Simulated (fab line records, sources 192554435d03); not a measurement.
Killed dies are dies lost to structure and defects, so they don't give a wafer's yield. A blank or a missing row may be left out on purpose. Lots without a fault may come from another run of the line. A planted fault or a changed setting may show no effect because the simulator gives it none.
Chamber matching | flow n5_finfet | N5_BEOL_M8_ILD_DEP_00 on pecvd-01: 3 sister chambers
The step deposits SiCOH lowk from DEMS/porogen, target thk 179.75 nm, time 33.4 s. 3 wafers are shown with their chamber, then 7 later ones without.

WAFERS WITH THEIR CHAMBER
wafer  | chamber | showerhead_vpp_V (V)
L089.5 | 2       | 1423
L090.1 | 1       | 1353
L090.3 | 0       | 1331

WAFERS WITHOUT THEIR CHAMBER
wafer  | showerhead_vpp_V (V)
L090.5 | 1349
L091.3 | 1316
L091.5 | 1416
L091.6 | 1330
L095.1 | 1403
L095.3 | 1305
L095.6 | 1393

WHICH CHAMBER EACH WENT THROUGH
wafer  | from the rows above          | in truth
L090.5 | can't be placed: 1 or 0      | 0
L091.3 | can't be placed: 0 or 1      | 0
L091.5 | 2                            | 2
L091.6 | can't be placed: 0 or 1      | 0
L095.1 | can't be placed: 2 or 1      | 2
L095.3 | can't be placed: 0 or 1      | 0
L095.6 | can't be placed: 2 or 1 or 0 | 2
Placed correctly: 1 of 7. Can't be placed from these rows: 6 (the true chamber is among the candidates in 6). Placed wrongly: 0.
How it was worked out, from the rows above alone: a wafer's distance from a chamber is the root of the sum, over the readings, of the square of ((its reading less the chamber's mean) divided by the reading's scatter). The wafer belongs to the nearest chamber; if the next one is less than 2 further off, it can't be placed. A chamber's mean is the mean of its shown wafers. The scatter: with one shown wafer a chamber, the root of the mean of the squares of how far each hidden wafer lies from its nearest shown one.
